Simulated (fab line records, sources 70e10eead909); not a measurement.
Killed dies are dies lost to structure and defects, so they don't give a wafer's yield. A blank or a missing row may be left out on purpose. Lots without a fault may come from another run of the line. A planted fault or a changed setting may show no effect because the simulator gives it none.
A struck lot beside a sound one | flow nand_harc | 14 steps out of a route of 1302
Sound: wafers L137.2, L137.4, L137.5. Struck: wafers L152.1, L152.2, L152.4. The cause comes at the end.
At each step with rows: each side's tool, then ch and its chambers, then its first start. Under that, the readings that differ: sound wafers | struck wafers | difference of the means | sigmas: that difference in standard deviations of wafers without a fault.
alike: readings whose means differ by less than 2 such deviations, and words and numbers that are the same on both sides. not compared: withheld readings, readings that some wafer has no value for, bounds like >300 that may hide the same value, and numbers for which the record gives no deviation and whose values overlap.
The two part at a step that has a row with sigmas, a row that says differs or no value, or rows on one side only. Numbers that don't overlap but have no deviation are shown without sigmas and don't part them. A reading that every wafer of one side lacks parts them only if that side has two wafers or more.

first, 1 step without rows for these wafers: NHARC_A_STAIRCASE_HARDBAKE_311 (time 140 s).
NHARC_A_STAIRCASE_DESCUM_312: chemistry O2, time 3 s.
  sound on rie_diel-06 ch 0,1,2, day 19 01:53; struck on rie_diel-02 ch 0,1,3, day 25 17:43
  alike: drypump_motor_current_A, oes_product_au, rf_vpp_V, showerhead_plenum_p_Torr, throttle_valve_pct
  not compared: rf_hours_counter_h
then, 1 step without rows for these wafers: NHARC_A_STAIRCASE_ETCH_313 (etches the open film in CF4/CHF3).
NHARC_A_STAIRCASE_HM_OPEN_463: chemistry O2/COS.
  sound on rie_diel-06 ch 0,1,2; struck on rie_diel-02 ch 1,2,3
  alike: drypump_motor_current_A, oes_product_au, rf_vpp_V, showerhead_plenum_p_Torr, throttle_valve_pct
  not compared: rf_hours_counter_h
then, 1 step without rows for these wafers: NHARC_A_STAIRCASE_STRIP_464 (strips in O2/COS).
NHARC_A_STAIRCASE_ETCH_453: etches the open film in CF4/O2, target depth 30 nm, overetch 3 nm, time 16.5 s.
  sound on rie_diel-06 ch 0,1; struck on rie_diel-02 ch 1,2,3
  alike: drypump_motor_current_A, oes_o_777_au, oes_product_au, rf_vpp_V, showerhead_plenum_p_Torr, throttle_valve_pct
  not compared: rf_hours_counter_h
NHARC_A_STAIRCASE_ETCH_315: etches the open film in C4F8/O2/Ar, target depth 2500 nm, time 607.1 s.
  sound on rie_diel-06 ch 0,1,2; struck on rie_diel-02 ch 0,1,3
  alike: oes_product_au, rf_vpp_V
  not compared: rf_hours_counter_h
NHARC_A_STAIRCASE_STRIP_316: strips in O2.
  sound on rie_diel-06 ch 1,2; struck on rie_diel-02 ch 0,1,3
  alike: drypump_motor_current_A, oes_product_au, rf_vpp_V, showerhead_plenum_p_Torr, throttle_valve_pct
  not compared: rf_hours_counter_h
then, 3 steps without rows for these wafers: NHARC_A_STAIRCASE_STRIP_317 (strips in SPM, time 900 s); NHARC_A_STAIRCASE_PRECLEAN_318 (cleans in SC1); NHARC_A_STAIRCASE_SRD_329.
NHARC_A_STAIRCASE_ALD_415: deposits SiO2, target thk 30 nm, pulse time 6 s, ald cycles 300.
  sound on ald_hk-03 ch 0,1,2, day 19 03:49; struck on ald_hk-02 ch 0,2,3, day 25 19:35
  no value came back on the struck wafers for any of 5 readings (ald_cycles, heater_power_outer_w (W) and others); on the sound wafers ald_cycles reads 300 300 300
then, 1 step without rows for these wafers: NHARC_A_STAIRCASE_ETCHBACK_416 (etches the open film in C4F8/O2/Ar, target depth 36 nm, time 7.2 s).
-- the record jumps here: 7 days lie between the struck wafers' starts before and after (it left off in module A_STAIRCASE and takes up again in module END, whose first step shown is number 1302 of the route) --
NHARC_END_SORT_01:
  sound on prober-01 ch 0, day 26 03:13; struck on prober-02 ch 0, day 33 05:12
  reading         | sound    | struck      | difference | sigmas
  killed_at_array | 74 70 71 | 675 667 671 | +599       | +37
  killed_dies     | 77 71 79 | 677 677 677 | +601       | +38
  alike: killed_at_other, killed_at_periphery, killed_open, killed_short

WHERE THEY PART
First at NHARC_A_STAIRCASE_ALD_415; last, within this record, at NHARC_END_SORT_01.

WHY: what the simulator had put in
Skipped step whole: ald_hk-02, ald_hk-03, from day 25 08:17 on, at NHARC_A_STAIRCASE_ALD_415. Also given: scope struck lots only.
